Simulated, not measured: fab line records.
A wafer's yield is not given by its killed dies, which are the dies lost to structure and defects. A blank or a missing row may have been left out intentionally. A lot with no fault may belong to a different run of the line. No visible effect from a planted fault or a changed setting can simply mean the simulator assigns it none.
fab line records	flow n5-finfet
record lots=4	wafers=12	last-day=17
route steps=1938 shown BEOL_M9@1437 BEOL_M10@1470 BEOL_M15@1830
lots with no fault: from the same line, run without faults
start-h: the number of hours between the record's first day and the start of the first shown wafer of the lot	wait-h: how many hours have passed since the lot's step before this one	" repeats the value in the row above	L1.1+2: one row covering several wafers at once	- value missing, or start not given	* or withheld: withheld	< > ~ a bound
route shown NAME@n: NAME is a module with steps in the file, n the number in the route of the first one	usual: average and standard deviation across the fault-free wafers	same: alike in all rows	chamber/n: place in a boat	sites: each site's reading	_std_site: standard deviation of those values	_edge_site: outer sites' mean less inner sites'	radius-mm: how far each site lies from the wafer's centre	mask NAME#n: copy n	behind: tool/chamber where the wafer was last shaped	hold: cause of the lot's hold/its duration in hours/its outcome	device: the transistor (n, p or np) that didn't switch	end of line: the tests these same wafers got at the end of their route	a step with no rows: only its recipe	killed: the dies lost at the first sort to structure and to defects; this is not the yield of the wafer	map: the dies of a wafer, with x for killed, . for not killed, _ for no die there
set.NAME: the setting that was run; set.NAME@STEP: the one run at that earlier step	model.NAME: the simulator's own value behind a step, which no gauge read
a table for each step, a row for each wafer; lots at some steps of the route
services: a tool's chamber out of use, with start hour (start-h, from the record's first day; less than 0 if before it), hours out, and reason
## steps
# step N5_BEOL_M9_DESCUM_33
# recipe chemistry=O2	time-s=7	source-power-w=50	bias-power-w=20	pressure-mtorr=20	rf-frequency-hz=2.712e+07	temp-c=40	resist=CAR-EUV	o2-flow-sccm=225
# step N5_BEOL_M9_ETCH_76
# recipe chemistry=N2/H2	target=underlayer	target-depth-a=65	mask-material=CAR-EUV	time-s=5.2	ion-energy-ev=200	pressure-mtorr=30	source-w=840	bias-w=150	n2-flow-sccm=200	h2-flow-sccm=200	ends=cleared
# step N5_BEOL_M9_ETCH_65
# recipe chemistry=CF4	target=SiARC	target-depth-a=156	mask-material=CAR-EUV	time-s=26	ion-energy-ev=80	pressure-mtorr=40	source-w=545	bias-w=36	Ar_flow_sccm=100	cf4-flow-sccm=100	ends=cleared
# step N5_BEOL_M9_ETCH_66
# recipe chemistry=N2/H2	target=SOC	target-depth-a=800	overetch-a=160	mask-material=SiARC	temp-c=40	time-s=120	ion-energy-ev=200	pressure-mtorr=30	source-w=840	bias-w=150	n2-flow-sccm=200	h2-flow-sccm=200
# step N5_BEOL_M9_STRIP_69
# recipe chemistry=N2/H2	temp-c=40	n2-flow-sccm=200	h2-flow-sccm=200	rf-frequency-hz=6e+07
# step N5_BEOL_M9_STRIP_77
# recipe chemistry=N2/H2	temp-c=40	n2-flow-sccm=200	h2-flow-sccm=200	rf-frequency-hz=6e+07
# step N5_BEOL_M9_VIA_ETCH_34
# recipe chemistry=C4F6/O2	target=SiCOH_lowk	target-depth-a=1824	mask-material=SOC	taper-deg=4	time-s=68.4	ion-energy-ev=250	pressure-mtorr=30	source-w=345	bias-w=185	Ar_flow_sccm=300	C4F6_flow_sccm=10	O2_flow_sccm=10
# step N5_BEOL_M9_STRIP_73
# recipe chemistry=C4F6/O2	resist=SiARC	rf-frequency-hz=6e+07
# step N5_BEOL_M9_STRIP_36
# recipe chemistry=N2/H2	power-w=450	temp-c=40	pressure-mtorr=20	rf-frequency-hz=6e+07	overash-fraction=0.3	bias-power-w=7	h2-frac=0.5	n2-flow-sccm=200	h2-flow-sccm=200
# step N5_BEOL_M9_TRENCH_ETCH_37
# recipe chemistry=C4F6/O2	target-depth-a=1514.3	target=SiCOH_lowk	time-s=49	ion-energy-ev=250	pressure-mtorr=30	source-w=345	bias-w=185	Ar_flow_sccm=300	C4F6_flow_sccm=10	O2_flow_sccm=10
# usual drypump-motor-current-A=5.7/0.43	oes_ar_750_au=0.73/0.059	oes-product-au=0.73/0.063	rf-fwd-power-W=341.4/1.4	rf-vpp-V=669/13	run-length-s=72.3/0.41	showerhead-plenum-p-Torr=2.84/0.1	throttle-valve-pct=21.02/0.2
lot.wafer	tool	chamber	start-h	wait-h	drypump-motor-current-A	oes_ar_750_au	oes-product-au	rf-fwd-power-W	rf-hours-counter-h	rf-vpp-V	run-length-s	showerhead-plenum-p-Torr	throttle-valve-pct	model.etch.depth-nm	model.BEOL_M9.feature-depth-nm	model.TiN_of_BEOL_M9_HM_DEP_02.thk-nm
L996.2	rie-diel-02	2	251.33	-	5.0	0.72	0.73	-	206	669	65.9	2.81	20.80	130.4	130.4	16.2
L996.3	"	1	"	"	6.2	0.72	0.70	342.1	209	665	72.4	2.94	21.00	149.7	149.8	15.6
L996.5	"	3	"	"	5.9	0.69	0.68	341.7	-	664	72.0	2.70	20.98	148.3	148.4	15.6
L998.4	rie-diel-02	1	255.82	-	6.2	0.72	0.70	340.9	211	664	72.8	2.94	20.98	150.5	150.6	15.8
L998.5	"	1	"	"	6.2	0.71	0.71	342.0	-	664	72.5	2.94	20.99	150	150	15.8
L998.6	"	2	"	"	4.9	0.73	0.71	-	-	669	65.7	2.81	20.79	129.4	129.4	16.4
L999.2	rie-diel-05	0	268.05	-	5.9	0.81	0.81	341.7	99	694	71.6	2.99	21.03	152.3	152.4	15.6
L999.4	"	1	"	"	5.7	0.70	0.70	340.8	199	677	72.2	2.73	21.46	147.6	147.6	16
L999.5	"	2	"	"	5.6	0.71	0.69	340.4	-	643	71.9	2.94	21.04	147.9	148	15.8
L112.1	rie-diel-02	0	335.22	-	5.7	0.70	0.71	341.3	208	660	72.8	2.82	20.84	153.7	153.8	15.6
L112.4	"	1	"	"	6.2	0.70	0.70	340.1	234	664	72.7	2.93	21.03	151.4	151.4	16
L112.6	"	2	"	"	5.0	0.71	0.70	343.5	-	668	72.0	2.80	20.82	149.5	149.4	15.6
# step N5_BEOL_M9_ETCH_41
# recipe chemistry=CH3F/O2	target=SiCN	target-depth-a=366	taper-deg=2	time-s=70.1	ion-energy-ev=120	mask-material=TiN	pressure-mtorr=30	source-w=395	bias-w=75	Ar_flow_sccm=150	CH3F_flow_sccm=30	O2_flow_sccm=20
# step N5_BEOL_M9_STRIP_80
# recipe chemistry=N2/H2	time-s=10	power-w=450	temp-c=40	pressure-mtorr=20	rf-frequency-hz=6e+07	bias-power-w=7	n2-flow-sccm=200	h2-flow-sccm=200
# step N5_BEOL_M9_OCD_MEAS_38
# usual trench-depth-nm=149.9/2.5
lot.wafer	tool	chamber	start-h	wait-h	trench-depth-nm
L996.2	ocd-01	-	251.51	-	130.3
L996.3	"	-	"	"	149.2
L996.5	"	-	"	"	148.3
L998.4	ocd-02	-	256.00	-	150.9
L998.5	"	-	"	"	149.9
L998.6	"	-	"	"	130.1
L999.2	ocd-02	-	268.22	-	153.0
L999.4	"	-	"	"	147.4
L999.5	"	-	"	"	147.6
L112.1	ocd-02	-	335.39	-	153.4
L112.4	"	-	"	"	151.6
L112.6	"	-	"	"	148.9
# step N5_BEOL_M9_HM_STRIP_39
# recipe chemistry=peroxide-tin-strip	material=TiN	target-depth-a=250	temp-c=50	time-s=158
# step N5_BEOL_M9_SRD_40
# recipe time-s=30	temp-c=23	rinse-liquid=diw	dry=ipa-marangoni
# step N5_BEOL_M9_PRECLEAN_42
# recipe chemistry=residue-remover	time-s=60	temp-c=40
# step N5_BEOL_M9_SRD_43
# recipe time-s=30	temp-c=23	rinse-liquid=diw	dry=ipa-marangoni
# step N5_BEOL_M9_CURE_72
# recipe temp-c=370	time-s=120	ambient=DMADMS/He	material=SiCOH_lowk
# step N5_BEOL_M9_DEGAS_44
# recipe ambient=vacuum	temp-c=250	time-s=60
# step N5_BEOL_M9_PRE_CLEAN_45
# recipe gas=H2/He	time-s=30	temp-c=250
# step N5_BEOL_M9_ALD_74
# recipe material=TaN	target-thk-a=20	temp-c=275	ald-precursor-family=PDMAT	ald-co-reactant=NH3	pressure-torr=3	carrier-flow-sccm=1500	pulse-time-s=2	purge-time-s=3	co-reactant-purge-time-s=2	co-reactant-pulse-time-s=3	ald-cycles=40	precursor-vessel-temp-c=75	precursor-vessel-pressure-torr=26.25	precursor-vessel-carrier-sccm=1000
# step N5_BEOL_M9_SURFACE_TREAT_79
# recipe gas=Ar	time-s=*	ion-energy-ev=*	ion-current-ma-cm2=0.5	pressure-mtorr=*	ar-flow-sccm=30
# step N5_BEOL_M9_CVD_78
# recipe material=Co	target-thk-a=20	temp-c=withheld	precursor=CCTBA/H2	pressure-torr=30	time-s=138.9
# step N5_BEOL_M9_SPUTTER_48
# recipe material=Cu	target-thk-a=120	temp-c=-20	bias-v=60	power-w=26000	chamber-pressure-pa=0.13	time-s=2
# step N5_BEOL_M9_ECD_50
# recipe material=Cu	target-thk-a=3180
# step N5_BEOL_M9_ANNEAL_51
# recipe temp-c=225	time-s=90	ambient=N2
# step N5_BEOL_M9_CMP_52
# recipe stop-on=SiCOH_lowk	t-overpolish-s=7	down-force-psi=1	platen-rpm=50	clearing-platen-down-force-psi=1.5	clearing-platen-rpm=50	post-cmp-clean=cu-alkaline	target-thk-nm=140	clearing-platen-pad-velocity-m-s=0.99484	pad-velocity-m-s=0.99484
# usual barrier-field-endpoint-s=28.7/0.78	motor-current-A=6.0/0.72	overpolish-run-s=7.000/0.0089	pad-life-wafers=1262/630	slurry-filter-dp-kPa=13.50/0.14	time-to-endpoint-s=65/3.4
lot.wafer	tool	chamber	start-h	wait-h	barrier-field-endpoint-s	motor-current-A	overpolish-run-s	pad-life-wafers	slurry-filter-dp-kPa	time-to-endpoint-s	model.Cu_of_BEOL_M9_ECD_50.thk-nm
L996.2	cmp-02	3	253.25	0.2	27.6	6.0	7.012	894	13.15	63	118.2
L996.3	"	0	"	"	28.5	5.4	6.999	895	13.20	65	137.4
L996.5	"	0	"	"	28.7	5.1	7.006	-	13.64	64	135.8
L998.4	cmp-02	1	258.10	0.1	28.4	6.6	6.996	936	13.57	60	138
L998.5	"	1	"	"	28.2	6.2	7.008	-	13.45	60	137
L998.6	"	2	"	"	28.1	6.2	6.999	-	13.18	59	116.4
L999.4	cmp-04	3	270.44	0.1	29.6	4.6	6.991	204	13.42	65	136.2
L999.2	"	1	"	"	28.7	7.0	7.002	206	13.77	66	140
L999.5	"	0	"	"	29.9	5.3	6.988	-	13.55	67	136.2
L112.4	cmp-02	2	337.35	0.2	28.5	5.9	7.007	1633	13.50	67	138.6
L112.1	"	0	"	"	28.6	5.3	7.007	1635	13.31	65	142.8
L112.6	"	2	"	"	28.4	6.2	6.995	-	13.52	66	136.6
# step N5_BEOL_M9_THK_MEAS_53
# recipe thk-meas-gauge=xrf	reads=Cu_of_BEOL_M9_ECD_50
# usual M9_THK=137.4/2.8
lot.wafer	tool	chamber	start-h	wait-h	M9_THK[nm]
L996.2	film-metro-01	-	253.55	-	117.3
L996.3	"	-	"	"	136.2
L996.5	"	-	"	"	134.1
L998.4	film-metro-01	-	258.40	-	137.5
L998.5	"	-	"	"	136.3
L998.6	"	-	"	"	115.8
L999.2	film-metro-01	-	270.73	-	138.6
L999.4	"	-	"	"	134.7
L999.5	"	-	"	"	135.4
L112.1	film-metro-01	-	337.61	-	142.9
L112.4	"	-	"	"	138.5
L112.6	"	-	"	"	137.0
# step N5_BEOL_M9_PRE_CLEAN_55
# recipe gas=NH3	time-s=15	temp-c=withheld	rf-power-w=300
# step N5_BEOL_M9_DEP_56
# recipe material=SiCN	target-thk-a=150	temp-c=withheld	precursor=3MS/NH3	pressure-torr=3	rf-w=202	time-s=26.5
# step N5_BEOL_M9_RS_MEAS_57
# recipe thk-meas-gauge=four-point-probe	reads=Cu_of_BEOL_M9_ECD_50+Co_of_BEOL_M9_CVD_78+TaN_of_BEOL_M9_ALD_74
# usual M9_RS=0.153/0.0033
lot.wafer	tool	chamber	start-h	wait-h	M9_RS[ohm/sq]
L996.2	film-metro-01	-	253.70	0.1	0.182
L996.3	"	-	"	"	0.154
L996.5	"	-	"	"	0.156
L998.4	film-metro-01	-	258.54	0.0	0.153
L998.5	"	-	"	"	0.154
L998.6	"	-	"	"	0.185
L999.2	film-metro-02	-	270.87	0.1	0.151
L999.4	"	-	"	"	0.155
L999.5	"	-	"	"	0.156
L112.1	film-metro-01	-	337.78	0.1	0.148
L112.4	"	-	"	"	0.152
L112.6	"	-	"	"	0.155
# step N5_BEOL_M10_ILD_DEP_00
# recipe material=SiCOH_lowk	target-thk-a=3085.1	temp-c=300	precursor=DEMS/porogen	pressure-torr=5	rf-w=500	time-s=58
# step N5_BEOL_M10_CURE_71
# recipe temp-c=385	time-s=240	ambient=He/Ar	material=SiCOH_lowk
# step N5_BEOL_M10_PECVD_70
# recipe material=SiO2	target-thk-a=200	temp-c=400	precursor=TEOS/O2	pressure-torr=5.5	rf-w=450	teos-flow-sccm=53.8	gas=O2	flow-sccm=3000	time-s=22.7
# step N5_BEOL_M10_HM_DEP_02
# recipe material=TiN	target-thk-a=200	temp-c=25	chamber-pressure-pa=0.49996
# step N5_BEOL_M10_COAT_59
# recipe resist=SOC	temp-c=250	time-s=60	spin-rpm=1500	resist-thk-nm=100
# step N5_BEOL_M15_RC_MEAS_101
# usual COMB_M10=1.5e-11/3.2e-12	COMB_M11=1.5e-11/3.4e-12	COMB_M12=6.7e-12/1.7e-12	COMB_M13=5e-12/1.7e-12	COMB_M14=3.6e-12/1.5e-12	COMB_M15=2.7e-12/1.2e-12	COMB_M5=3.6e-11/7.4e-12	COMB_M6=2.6e-11/5.6e-12	COMB_M7=2.6e-11/5.3e-12	COMB_M8=2.7e-11/4.8e-12	SERP_M10=3.07/0.086	SERP_M11=3.12/0.089	SERP_M12=0.639/0.018	SERP_M13=0.311/0.0074	SERP_M13_max_site=0.315/0.0074	SERP_M14=0.161/0.0042	SERP_M5=39.3/1.6	SERP_M6=13.8/0.53	SERP_M7=14.0/0.6	SERP_M8=13.8/0.55	SERP_M9=3.11/0.072	SERP_M9_max_site=3.22/0.091
lot.wafer	tool	chamber	start-h	wait-h	COMB_M10[S/m]	COMB_M11[S/m]	COMB_M12[S/m]	COMB_M13[S/m]	COMB_M14[S/m]	COMB_M15[S/m]	COMB_M5[S/m]	COMB_M6[S/m]	COMB_M7[S/m]	COMB_M8[S/m]	SERP_M10[ohm/um]	SERP_M11[ohm/um]	SERP_M12[ohm/um]	SERP_M13[ohm/um]	SERP_M13_max_site[ohm/um]	SERP_M14[ohm/um]	SERP_M5[ohm/um]	SERP_M6[ohm/um]	SERP_M7[ohm/um]	SERP_M8[ohm/um]	SERP_M9[ohm/um]	SERP_M9_max_site[ohm/um]
L996.2	prober-02	0	295.89	0.2	1.2e-11	1.1e-11	5.9e-12	1.8e-12	1.6e-12	1.1e-12	2.9e-11	2.4e-11	2.9e-11	2.1e-11	3.06	3.10	0.616	0.317	0.321	0.160	37.4	13.9	14.0	13.9	3.69	3.76
L996.3	"	0	"	"	1.1e-11	1.3e-11	6e-12	2.8e-12	2e-12	5e-13	3.4e-11	2.7e-11	1.9e-11	2.8e-11	3.01	3.13	0.644	0.306	0.308	0.155	38.7	13.9	14.3	13.5	3.14	3.20
L996.5	"	0	"	"	1.3e-11	1e-11	6.3e-12	2.7e-12	2e-12	1.8e-12	3.6e-11	3.3e-11	3.3e-11	2.2e-11	3.05	3.04	0.625	0.310	0.315	0.155	41.0	13.5	13.3	13.9	3.15	3.34
L998.4	prober-01	0	295.93	0.5	1.3e-11	1.5e-11	7.3e-12	5.9e-12	3.7e-12	3.4e-12	2.9e-11	2.8e-11	2.4e-11	3e-11	3.06	3.17	0.641	0.304	0.307	0.166	39.1	13.9	14.8	13.4	3.12	3.29
L998.5	"	0	"	"	1.2e-11	1.3e-11	7.9e-12	6.5e-12	4.1e-12	3.4e-12	4e-11	3.5e-11	3.1e-11	2.3e-11	3.10	3.09	0.647	0.315	0.321	0.163	38.0	13.0	13.6	14.3	3.18	3.26
L998.6	"	0	"	"	1.5e-11	1.3e-11	6.6e-12	6.8e-12	4.4e-12	3.5e-12	4.3e-11	2.7e-11	3.1e-11	2.8e-11	3.15	3.30	0.607	0.307	0.311	0.162	39.9	13.3	15.1	13.5	3.81	3.95
L999.2	prober-01	0	318.52	0.2	1.5e-11	1.5e-11	8e-12	7.9e-12	5e-12	3.3e-12	2.7e-11	3e-11	2.4e-11	2.7e-11	3.07	3.20	0.621	0.305	0.308	0.157	39.4	14.7	14.7	12.7	3.06	3.20
L999.4	"	0	"	"	1.7e-11	1.2e-11	6.9e-12	7e-12	4.9e-12	3.1e-12	3e-11	3.5e-11	1.9e-11	2.8e-11	2.95	3.15	0.625	0.314	0.319	0.163	39.0	13.8	14.5	13.1	3.08	3.24
L999.5	"	0	"	"	1.8e-11	1.2e-11	6.2e-12	8.3e-12	4.1e-12	3.4e-12	3.4e-11	2.4e-11	2.4e-11	2.3e-11	3.12	3.20	0.628	0.314	0.319	0.152	39.7	13.9	15.3	12.8	3.17	3.21
L112.1	prober-02	0	388.82	0.0	1.2e-11	1.8e-11	5.4e-12	3.6e-12	2.4e-12	6e-13	5.1e-11	4.4e-11	2.1e-11	2.5e-11	3.27	3.06	0.660	0.302	0.305	0.166	36.3	14.7	13.8	13.9	2.91	2.99
L112.4	"	0	"	"	1.2e-11	1.9e-11	5.9e-12	2.9e-12	3.4e-12	1.3e-12	4.6e-11	2.6e-11	2.2e-11	2.2e-11	3.03	3.20	0.644	0.313	0.317	0.155	38.2	14.0	13.9	13.5	3.04	3.11
L112.6	"	0	"	"	1.5e-11	1.1e-11	1.04e-11	4.2e-12	2.9e-12	2.1e-12	3.3e-11	2.5e-11	1.7e-11	2.4e-11	3.18	3.15	0.635	0.319	0.324	0.156	39.5	14.7	13.4	13.6	3.13	3.20
# sites SERP_M9 radius-mm=0,75,75,75,75,140,140,140,140
L996.2 3.63 3.65 3.63 3.70 3.69 3.71 3.76 3.69 3.72
L998.4 3.06 3.06 3.12 3.12 3.12 3.25 3.17 3.16 3.29
L999.2 3.00 3.05 3.08 3.07 2.99 3.06 3.09 3.20 3.06
L112.1 2.81 2.82 2.88 2.91 2.89 2.92 2.99 2.95 2.99
## services
tool	chamber	start-h	hours	kind
cmp-04	-	233.51	0.4	repair
cmp-04	-	239.57	4.0	pm
cmp-04	-	243.57	-	consumable-replace:conditioner
cmp-04	-	243.57	-	consumable-replace:pad
cmp-02	-	243.57	6.4	pm
cmp-04	-	265.77	0.9	repair
cmp-02	-	280.02	0.6	repair
rie-diel-05	3	291.67	-	clean
rie-diel-05	3	291.67	-	consumable-replace:focus-ring
rie-diel-05	3	291.67	12.5	scheduled-down
rie-diel-05	3	291.67	12.5	vent-cycle
rie-diel-05	2	312.84	-	clean
rie-diel-05	2	312.84	-	consumable-replace:focus-ring
rie-diel-05	2	312.84	16.0	scheduled-down
rie-diel-05	2	312.84	16.0	vent-cycle
cmp-02	-	320.82	2.2	repair
cmp-02	-	330.30	0.2	repair
## key
first-sign step=N5_BEOL_M9_TRENCH_ETCH_37	reading=run-length-s	direction=down	sigmas=16	usual=*	struck=*
effect step=N5_BEOL_M9_OCD_MEAS_38	reading=trench-depth-nm	direction=down	sigmas=7.9	usual=149.9	struck=130.2
effect step=N5_BEOL_M9_THK_MEAS_53	reading=M9_THK	direction=down	sigmas=7.4	usual=137.4	struck=116.5
effect step=N5_BEOL_M9_RS_MEAS_57	reading=M9_RS	direction=up	sigmas=9	usual=0.153	struck=0.183
effect step=N5_BEOL_M15_RC_MEAS_101	reading=SERP_M9	direction=up	sigmas=9	usual=3.11	struck=3.75
model-effect step=N5_BEOL_M9_TRENCH_ETCH_37	value=etch.depth-nm	without=149.6	struck=129.9
model-effect step=N5_BEOL_M9_CMP_52	value=Cu_of_BEOL_M9_ECD_50.thk-nm	without=137.1	struck=117.3
met-at N5_BEOL_M9_TRENCH_ETCH_37
struck-wafers L996.2,L998.6
fault kind=process-parameter-drift	tool=rie-diel-02	chamber=-	onset-h=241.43	steps=N5_BEOL_M9_TRENCH_ETCH_37	channel=time-s	offset=*	shape=step	end-h=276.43	scope=struck-wafers-only	acts-in=*	stated=*
